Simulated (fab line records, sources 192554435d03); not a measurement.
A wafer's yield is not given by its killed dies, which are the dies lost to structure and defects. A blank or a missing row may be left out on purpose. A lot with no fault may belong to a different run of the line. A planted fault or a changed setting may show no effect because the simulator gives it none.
Matching of chambers ; flow n5 finfet ; N5_BEOL_M0_SAQP_ETCH_83 on rie diel-01 has 4 sister chambers
The step etches SiARC in CF4, target depth 39 nm, time 65 s. 4 wafers are shown with their chamber, then 8 later ones without.

== EACH WAFER AND ITS CHAMBER ==
wafer;chamber;drypump motor current A (A)
L085.4;3;6.3
L086.1;1;5.6
L086.2;0;5.9
L094.2;2;5.4

== WAFERS MISSING THEIR CHAMBER ==
wafer;drypump motor current A (A)
L094.5;5.5
L094.6;5.9
L095.1;5.4
L095.2;5.9
L095.3;6.3
L096.1;5.6
L096.2;5.4
L096.6;5.9

== WHICH CHAMBER EACH WENT THROUGH ==
wafer;from the rows above;in truth
L094.5;can't be placed: 1 or 2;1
L094.6;0;0
L095.1;2;2
L095.2;0;0
L095.3;3;3
L096.1;1;1
L096.2;2;2
L096.6;0;0
7 of 8 placed correctly. These rows do not allow placing 1 (true chamber among the candidates in 1). 0 placed wrongly.
How it was worked out, from the rows above alone: a wafer's distance from a chamber is the root of the sum, over the readings, of the square of ((its reading less the chamber's mean) divided by the reading's scatter). The wafer belongs to the nearest chamber; if the next one is less than 2 further off, it can't be placed. For every chamber, the mean is computed from those of its wafers that are shown. The scatter: root of mean squared gap, hidden wafer to nearest shown wafer, with one shown wafer a chamber.
